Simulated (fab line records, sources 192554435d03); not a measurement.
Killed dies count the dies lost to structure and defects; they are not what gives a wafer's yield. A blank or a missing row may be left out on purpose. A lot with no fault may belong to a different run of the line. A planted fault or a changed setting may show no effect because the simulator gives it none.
Chamber matching | flow n5-finfet | N5_ILD0_ALD_15 on ald-sin-02: 4 sister chambers
The step deposits SiNx, target thk 24 nm, pulse time 1 s, ald cycles 480. 14 wafers are shown with their chamber, then 7 later ones without.

EACH WAFER AND ITS CHAMBER
wafer  | chamber | heater-power-w (W) | precursor-pulse-height-rel
L075.1 | 1       | 859                | 1.012
L075.4 | 3       | 759                | 0.993
L075.5 | 2       | 831                | 1.036
L080.2 | 0       | 889                | 0.985
L080.4 | 1       | 886                | 1.013
L080.5 | 3       | 716                | 0.967
L081.1 | 2       | 839                | 0.983
L081.2 | 1       | 890                | 1.008
L081.6 | 1       | 888                | 0.996
L084.1 | 0       | 871                | 0.990
L084.3 | 2       | 841                | 1.031
L084.5 | 0       | 882                | 1.016
L088.1 | 2       | 853                | 1.011
L088.5 | 1       | 874                | 0.982

SIGNATURES (means of the wafers above)
reading                    | chamber 0 | chamber 1 | chamber 2 | chamber 3 | scatter within a chamber
heater-power-w             | 880.67    | 879.40    | 841.00    | 737.50    | 14.2
precursor-pulse-height-rel | 0.99700   | 1.00220   | 1.01525   | 0.98000   | 0.0182
Rule: a wafer lies at a distance from a chamber equal to the root of the sum of squares, over the readings, of (its reading less the chamber's mean, divided by the reading's scatter). If the next closest chamber is less than 2 further off than the closest, the wafer can't be placed; otherwise it belongs to the closest. The scatter is the square root of a quotient: the sum, over the shown wafers, of each reading's squared deviation from its chamber's mean, divided by wafers minus chambers.

WAFERS WHOSE CHAMBER IS MISSING
wafer  | heater-power-w (W) | precursor-pulse-height-rel
L088.6 | 845                | 1.010
L089.1 | 844                | 1.001
L089.2 | 896                | 0.981
L089.5 | 852                | 0.973
L096.1 | 876                | 1.045
L096.5 | 856                | 1.008
L096.6 | 876                | 0.995

WHICH CHAMBER EACH ONE RAN IN
wafer  | from the rows above          | in truth
L088.6 | 2                            | 2
L089.1 | can't be placed: 2 or 1 or 0 | 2
L089.2 | can't be placed: 0 or 1      | 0
L089.5 | can't be placed: 0 or 2 or 1 | 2
L096.1 | can't be placed: 1 or 0 or 2 | 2
L096.5 | can't be placed: 2 or 1 or 0 | 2
L096.6 | can't be placed: 0 or 1      | 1
Placed correctly: 1 of 7. Not placeable from these rows: 6 (in 6, the candidates include the true chamber). Placed wrongly: 0.
